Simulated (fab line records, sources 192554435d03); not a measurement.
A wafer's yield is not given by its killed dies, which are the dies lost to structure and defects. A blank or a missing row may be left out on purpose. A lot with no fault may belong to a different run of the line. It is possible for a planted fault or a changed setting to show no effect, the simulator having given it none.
The tool behind it: which one? | flow n5Finfet | 11 lots, 33 wafers sampled, at 3 steps of a route of 1938

WHAT THE GAUGES SHOWED, per wafer
N5_PASSIVATION_OVL_MEAS_66.
lot  | measured     | on         | PASS_OPEN_OVL (nm)
L874 | day 11 21:21 | overlay-02 | -2 -1 -2
L875 | day 12 08:55 | overlay-02 | -6 -1 -7
L877 | day 12 14:07 | overlay-02 | 3 -1 -1
L881 | day 13 14:05 | overlay-02 | -7 -1 -12
L885 | day 14 11:11 | overlay-02 | -5 -2 -9
L887 | day 15 06:55 | overlay-02 | -8 3 2
L891 | day 16 10:59 | overlay-02 | -6 -6 -6
L892 | day 16 11:11 | overlay-01 | -7 -9 -2
L893 | day 16 21:30 | overlay-01 | -4 -5 -2
L897 | day 17 19:37 | overlay-02 | -9 -7 -5
L896 | day 17 18:43 | overlay-02 | 3 0 3

WHAT TOOL EACH LOT RAN ON (gives the tool, then ch and the chambers of the sampled wafers, and finally the start)
lot  | N5_BEOL_M10_ETCH_41               | N5_PASSIVATION_ETCH_15
L874 | rieDiel-03 ch 2,3, day 9 13:53    | rieDiel-04 ch 1,2,3, day 11 21:21 or earlier
L875 | rieDiel-03 ch 1,2,3, day 10 04:43 | rieDiel-01 ch 0,1,2, day 12 08:55 or earlier
L877 | rieDiel-03 ch 2,3, day 10 11:55   | rieDiel-04 ch 0,1, day 12 14:07 or earlier
L881 | rieDiel-06 ch 0,2,3, day 11 22:21 | rieDiel-04 ch 0,1,2, day 13 14:05 or earlier
L885 | rieDiel-03 ch 0,2,3, day 12 11:53 | rieDiel-05 ch 0,1,3, day 14 11:11 or earlier
L887 | rieDiel-02 ch 0,2,3, day 13 10:32 | rieDiel-01 ch 0,1,2, day 15 06:55 or earlier
L891 | rieDiel-06 ch 0,1,2, day 14 10:56 | rieDiel-01 ch 0,2, day 16 10:59 or earlier
L892 | rieDiel-06 ch 0,2,3, day 14 12:29 | rieDiel-01 ch 1,3, day 16 11:11 or earlier
L893 | rieDiel-03 ch 1,2,3, day 14 23:53 | rieDiel-04 ch 0,2,3, day 16 21:30 or earlier
L897 | rieDiel-02 ch 0,3, day 15 15:37   | rieDiel-01 ch 0,1,3, day 17 19:37 or earlier
L896 | rieDiel-03 ch 0,1,2, day 15 15:43 | rieDiel-01 ch 0,1,2, day 17 18:43 or earlier
- N5_BEOL_M10_ETCH_41: etches SiCN in CH3F/O2, target depth 42.6 nm, time 86 s.
- N5_PASSIVATION_ETCH_15: etches SiCN in CF4/N2, target depth 75 nm, time 81.2 s.

AS READ BY THE TOOLS THEMSELVES (means over the sampled wafers that have a number; for cases with no such wafer, the mark the record gives instead)
N5_BEOL_M10_ETCH_41.
lot  | tool       | CH3F_flow_sccm (sccm) | chamberPressureMTorr (mTorr) | drypumpMotorCurrentA (A) | mfcArSccm (sccm) | oesProductAu (a.u.) | rfVppV (V) | showerheadPlenumPTorr (Torr) | throttleValvePct (%)
L874 | rieDiel-03 | 30.07                 | 29.975                       | 5.78                     | 150.6            | 0.82                | 298.0      | 2.01                         | 16.17
L875 | rieDiel-03 | 29.97                 | 30.002                       | 5.61                     | 149.9            | 0.79                | 296.6      | 1.97                         | 16.19
L877 | rieDiel-03 | 29.93                 | 29.991                       | 5.76                     | 149.7            | 0.80                | 297.8      | 2.01                         | 16.18
L881 | rieDiel-06 | 30.03                 | 30.028                       | 5.83                     | 150.4            | 0.78                | 295.9      | 1.95                         | 16.31
L885 | rieDiel-03 | 29.96                 | 29.967                       | 5.57                     | 150.0            | 0.82                | 296.6      | 2.02                         | 16.11
L887 | rieDiel-02 | 30.06                 | 29.980                       | 5.70                     | 150.0            | 0.82                | 296.2      | 1.92                         | 16.27
L891 | rieDiel-06 | 29.98                 | 30.017                       | 5.64                     | 150.2            | 0.81                | 296.9      | 1.98                         | 16.22
L892 | rieDiel-06 | 29.98                 | 29.988                       | 5.83                     | 150.0            | 0.83                | 297.6      | 2.02                         | 16.18
L893 | rieDiel-03 | 29.99                 | 30.016                       | 5.64                     | 150.1            | 0.75                | 296.9      | 1.96                         | 16.26
L897 | rieDiel-02 | 29.94                 | 29.986                       | 5.75                     | 150.0            | 0.87                | 297.7      | 2.00                         | 16.19
L896 | rieDiel-03 | 29.97                 | 30.000                       | 5.34                     | 149.7            | 0.81                | 296.2      | 1.99                         | 16.13

N5_PASSIVATION_ETCH_15.
lot  | tool       | cf4FlowSccm (sccm) | chamberPressureMTorr (mTorr) | drypumpMotorCurrentA (A) | mfcArSccm (sccm) | oesProductAu (a.u.) | rfVppV (V) | showerheadPlenumPTorr (Torr) | throttleValvePct (%)
L874 | rieDiel-04 | 59.83              | 40.03                        | 5.7                      | 100.1            | 0.81                | 383.0      | 2.24                         | 15.25
L875 | rieDiel-01 | 60.09              | 40.01                        | 5.7                      | 100.3            | 0.87                | 382.1      | 2.22                         | 15.40
L877 | rieDiel-04 | 59.96              | 39.99                        | 5.1                      | 100.2            | 0.72                | 384.1      | 2.27                         | 15.36
L881 | rieDiel-04 | 59.86              | 40.02                        | 5.4                      | 99.9             | 0.77                | 384.4      | 2.25                         | 15.41
L885 | rieDiel-05 | 59.88              | 40.00                        | 5.5                      | 100.0            | 0.76                | 383.3      | 2.26                         | 15.26
L887 | rieDiel-01 | 60.00              | 39.99                        | 5.7                      | 100.2            | 0.83                | 381.8      | 2.21                         | 15.45
L891 | rieDiel-01 | 60.11              | 40.01                        | 5.7                      | 99.7             | 0.83                | 381.6      | 2.15                         | 15.51
L892 | rieDiel-01 | 59.87              | 39.99                        | 5.9                      | 99.7             | 0.79                | 384.1      | 2.26                         | 15.39
L893 | rieDiel-04 | 60.06              | 39.96                        | 5.8                      | 100.3            | 0.77                | 382.6      | 2.23                         | 15.44
L897 | rieDiel-01 | 60.03              | 40.03                        | 5.8                      | 100.0            | 0.81                | 382.0      | 2.21                         | 15.31
L896 | rieDiel-01 | 60.09              | 39.98                        | 5.7                      | 100.2            | 0.80                | 382.5      | 2.20                         | 15.49

THE ANSWER, worked out from the rows above alone
Rule: usual is defined by the lots themselves. Put in order of their means at a reading, lots are off if they are a third of the lots or fewer, leave a main group of 4 or more, and stand apart from it by a gap of 3 or more times the standard deviation of the main group's means; of several such gaps the widest counts. The tables above print the reading to a certain number of digits; a main group whose means all agree to those digits is not used. A lot without any number at a reading at which 4 lots or more have one is off too. Where the step has rows for the other lots, those lots are counted as sound. First the gauges in route order, then the tools' own readings, where a lot's mean is used as printed above. The first step at which some lot is off is used, and at that step the reading that is off furthest; a lot without a number counts as furthest.
Nothing can be told from this: no lot is off at any reading shown.

WHAT THE SIMULATOR PUT IN
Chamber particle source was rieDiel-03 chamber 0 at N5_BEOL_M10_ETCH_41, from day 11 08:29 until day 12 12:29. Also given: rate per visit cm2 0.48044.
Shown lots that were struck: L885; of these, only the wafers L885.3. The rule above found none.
